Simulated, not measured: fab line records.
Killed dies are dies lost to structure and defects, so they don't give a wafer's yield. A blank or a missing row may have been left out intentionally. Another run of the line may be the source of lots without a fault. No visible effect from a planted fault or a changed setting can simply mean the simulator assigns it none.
Commonality check across tools || flow nand_harc || 11 lots and 39 wafers in the sample

== WHY IT WAS OPENED ==
On 2 of the 11 lots, a flag is raised at NHARC_A_ONON_D1_THK_MEAS_08 on the reading thk_nm. No-fault wafers: 1003 nm, standard deviation 12.
Rule: a lot is flagged when every wafer of it that has a number lies more than 4 standard deviations from that mean, or none has a number. The rest of the lots are taken to be sound.

{"lot": "L379", "measured": "day 7 16:31", "on": "film_metro-01", "thk_nm (nm), wafer by wafer": "997 997 996", "flag": ""}
{"lot": "L380", "measured": "day 8 07:38", "on": "film_metro-02", "thk_nm (nm), wafer by wafer": "993 993 992", "flag": ""}
{"lot": "L381", "measured": "day 8 21:05", "on": "film_metro-02", "thk_nm (nm), wafer by wafer": "1019 1017 1020", "flag": ""}
{"lot": "L383", "measured": "day 9 06:28", "on": "film_metro-01", "thk_nm (nm), wafer by wafer": "1023 1022 1022", "flag": ""}
{"lot": "L382", "measured": "day 9 06:50", "on": "film_metro-01", "thk_nm (nm), wafer by wafer": "1015 1019 1017", "flag": ""}
{"lot": "L384", "measured": "day 9 15:49", "on": "film_metro-01", "thk_nm (nm), wafer by wafer": "1000 999 1000", "flag": ""}
{"lot": "L385", "measured": "day 10 08:19", "on": "film_metro-02", "thk_nm (nm), wafer by wafer": "980 980 979", "flag": ""}
{"lot": "L387", "measured": "day 11 00:59", "on": "film_metro-01", "thk_nm (nm), wafer by wafer": "987 987 987", "flag": ""}
{"lot": "L386", "measured": "day 11 01:11", "on": "film_metro-02", "thk_nm (nm), wafer by wafer": "1015 1014 1014", "flag": ""}
{"lot": "L397", "measured": "day 15 03:13", "on": "film_metro-01", "thk_nm (nm), wafer by wafer": "883 884 885 883 884 884", "flag": "FLAGGED"}
{"lot": "L398", "measured": "day 15 13:07", "on": "film_metro-01", "thk_nm (nm), wafer by wafer": "873 875 874 874 875 873", "flag": "FLAGGED"}
The numbers of the flagged lots are 879 nm on average: -124 nm against the usual, or -10 standard deviations.

== EACH LOT AND THE TOOL IT RAN ON ==
The record holds 3 process steps before the reading, out of a route of 1302 steps. Read each cell as the tool, then ch plus the chambers that the sampled wafers visited, then the start.
{"lot": "L379", "flag": "", "NHARC_P_BONDPAD_PVD_17": "pvd_sputter-01, day 6 15:03 or earlier", "NHARC_P_BONDPAD_ANNEAL_28": "rtp_anneal-02 ch 0, day 6 15:03", "NHARC_A_ONON_D1_DEP_06": "pecvd_onon-02 ch 0, day 7 16:07"}
{"lot": "L380", "flag": "", "NHARC_P_BONDPAD_PVD_17": "pvd_sputter-03, day 7 03:44 or earlier", "NHARC_P_BONDPAD_ANNEAL_28": "rtp_anneal-02 ch 0, day 7 03:44", "NHARC_A_ONON_D1_DEP_06": "pecvd_onon-02 ch 0, day 8 07:07"}
{"lot": "L381", "flag": "", "NHARC_P_BONDPAD_PVD_17": "pvd_sputter-03, day 7 16:19 or earlier", "NHARC_P_BONDPAD_ANNEAL_28": "rtp_anneal-02 ch 0, day 7 16:19", "NHARC_A_ONON_D1_DEP_06": "pecvd_onon-04 ch 0, day 8 20:35"}
{"lot": "L383", "flag": "", "NHARC_P_BONDPAD_PVD_17": "pvd_sputter-01, day 8 05:39 or earlier", "NHARC_P_BONDPAD_ANNEAL_28": "rtp_anneal-02 ch 0, day 8 05:39", "NHARC_A_ONON_D1_DEP_06": "pecvd_onon-03 ch 0, day 9 06:01"}
{"lot": "L382", "flag": "", "NHARC_P_BONDPAD_PVD_17": "pvd_sputter-01, day 8 04:55 or earlier", "NHARC_P_BONDPAD_ANNEAL_28": "rtp_anneal-02 ch 0, day 8 04:55", "NHARC_A_ONON_D1_DEP_06": "pecvd_onon-03 ch 0, day 9 06:19"}
{"lot": "L384", "flag": "", "NHARC_P_BONDPAD_PVD_17": "pvd_sputter-02, day 8 14:52 or earlier", "NHARC_P_BONDPAD_ANNEAL_28": "rtp_anneal-01 ch 0, day 8 14:52", "NHARC_A_ONON_D1_DEP_06": "pecvd_onon-03 ch 0, day 9 15:22"}
{"lot": "L385", "flag": "", "NHARC_P_BONDPAD_PVD_17": "pvd_sputter-01, day 9 06:57 or earlier", "NHARC_P_BONDPAD_ANNEAL_28": "rtp_anneal-02 ch 0, day 9 06:57", "NHARC_A_ONON_D1_DEP_06": "pecvd_onon-02 ch 0, day 10 07:59"}
{"lot": "L387", "flag": "", "NHARC_P_BONDPAD_PVD_17": "pvd_sputter-01, day 9 23:46 or earlier", "NHARC_P_BONDPAD_ANNEAL_28": "rtp_anneal-02 ch 0, day 9 23:46", "NHARC_A_ONON_D1_DEP_06": "pecvd_onon-04 ch 0, day 11 00:39"}
{"lot": "L386", "flag": "", "NHARC_P_BONDPAD_PVD_17": "pvd_sputter-02, day 9 22:53 or earlier", "NHARC_P_BONDPAD_ANNEAL_28": "rtp_anneal-01 ch 0, day 9 22:53", "NHARC_A_ONON_D1_DEP_06": "pecvd_onon-02 ch 0, day 11 00:41"}
{"lot": "L397", "flag": "FLAGGED", "NHARC_P_BONDPAD_PVD_17": "pvd_sputter-03, day 14 02:39 or earlier", "NHARC_P_BONDPAD_ANNEAL_28": "rtp_anneal-01 ch 0, day 14 02:39", "NHARC_A_ONON_D1_DEP_06": "pecvd_onon-04 ch 0, day 15 02:46"}
{"lot": "L398", "flag": "FLAGGED", "NHARC_P_BONDPAD_PVD_17": "pvd_sputter-02, day 14 11:38 or earlier", "NHARC_P_BONDPAD_ANNEAL_28": "rtp_anneal-01 ch 0, day 14 11:38", "NHARC_A_ONON_D1_DEP_06": "pecvd_onon-04 ch 0, day 15 12:37"}
What these steps do:
- NHARC_P_BONDPAD_PVD_17: deposits TaN, target thk 5 nm, time 8.06 s.
- NHARC_P_BONDPAD_ANNEAL_28: time 90 s.
- NHARC_A_ONON_D1_DEP_06: target thk 1000 nm.
- NHARC_A_ONON_D1_THK_MEAS_08: measures by ellipsometry.

== FLAGGED OVER TOTAL, TOOL BY TOOL (the gauges that took the reading come last) ==
{"step": "NHARC_P_BONDPAD_PVD_17", "tool": "pvd_sputter-01", "lots run": 5, "flagged": 0, "share of the flagged lots": "none", "sound lots run after its first flagged lot": "-"}
{"step": "NHARC_P_BONDPAD_PVD_17", "tool": "pvd_sputter-02", "lots run": 3, "flagged": 1, "share of the flagged lots": "some", "sound lots run after its first flagged lot": 0}
{"step": "NHARC_P_BONDPAD_PVD_17", "tool": "pvd_sputter-03", "lots run": 3, "flagged": 1, "share of the flagged lots": "some", "sound lots run after its first flagged lot": 0}
{"step": "NHARC_P_BONDPAD_ANNEAL_28", "tool": "rtp_anneal-01", "lots run": 4, "flagged": 2, "share of the flagged lots": "all", "sound lots run after its first flagged lot": 0}
{"step": "NHARC_P_BONDPAD_ANNEAL_28", "tool": "rtp_anneal-02", "lots run": 7, "flagged": 0, "share of the flagged lots": "none", "sound lots run after its first flagged lot": "-"}
{"step": "NHARC_A_ONON_D1_DEP_06", "tool": "pecvd_onon-02", "lots run": 4, "flagged": 0, "share of the flagged lots": "none", "sound lots run after its first flagged lot": "-"}
{"step": "NHARC_A_ONON_D1_DEP_06", "tool": "pecvd_onon-03", "lots run": 3, "flagged": 0, "share of the flagged lots": "none", "sound lots run after its first flagged lot": "-"}
{"step": "NHARC_A_ONON_D1_DEP_06", "tool": "pecvd_onon-04", "lots run": 4, "flagged": 2, "share of the flagged lots": "all", "sound lots run after its first flagged lot": 0}
{"step": "NHARC_A_ONON_D1_THK_MEAS_08", "tool": "film_metro-01", "lots run": 7, "flagged": 2, "share of the flagged lots": "all", "sound lots run after its first flagged lot": 0}
{"step": "NHARC_A_ONON_D1_THK_MEAS_08", "tool": "film_metro-02", "lots run": 4, "flagged": 0, "share of the flagged lots": "none", "sound lots run after its first flagged lot": "-"}
NHARC_P_BONDPAD_PVD_17 gives no start for some lots, so the hours and the order of its lots are those of NHARC_P_BONDPAD_ANNEAL_28.

== WHAT THE TABLE ALLOWS ==
rtp_anneal-01 at NHARC_P_BONDPAD_ANNEAL_28, pecvd_onon-04 at NHARC_A_ONON_D1_DEP_06 and film_metro-01 at NHARC_A_ONON_D1_THK_MEAS_08: these 3 rows of the table ran every flagged lot.
- rtp_anneal-01 at NHARC_P_BONDPAD_ANNEAL_28 ran 4 lots, 2 of them flagged. It ran its last sound lot, L386, at day 9 22:53 and its first flagged lot, L397, at day 14 02:39: a fault with its onset between the two fits.
- pecvd_onon-04 at NHARC_A_ONON_D1_DEP_06 ran 4 lots, 2 of them flagged. It ran its last sound lot, L387, at day 11 00:39 and its first flagged lot, L397, at day 15 02:46: a fault with its onset between the two fits.
- film_metro-01 at NHARC_A_ONON_D1_THK_MEAS_08 ran 7 lots, 2 of them flagged. It ran its last sound lot, L387, at day 11 00:59 and its first flagged lot, L397, at day 15 03:13: a fault with its onset between the two fits.
Because each of these 3 tools fits a fault that began at some hour, counting lots does not separate them. More lots, or a look at what each step does to the wafer, might.

== WHAT HAD BEEN PUT IN BY THE SIMULATOR ==
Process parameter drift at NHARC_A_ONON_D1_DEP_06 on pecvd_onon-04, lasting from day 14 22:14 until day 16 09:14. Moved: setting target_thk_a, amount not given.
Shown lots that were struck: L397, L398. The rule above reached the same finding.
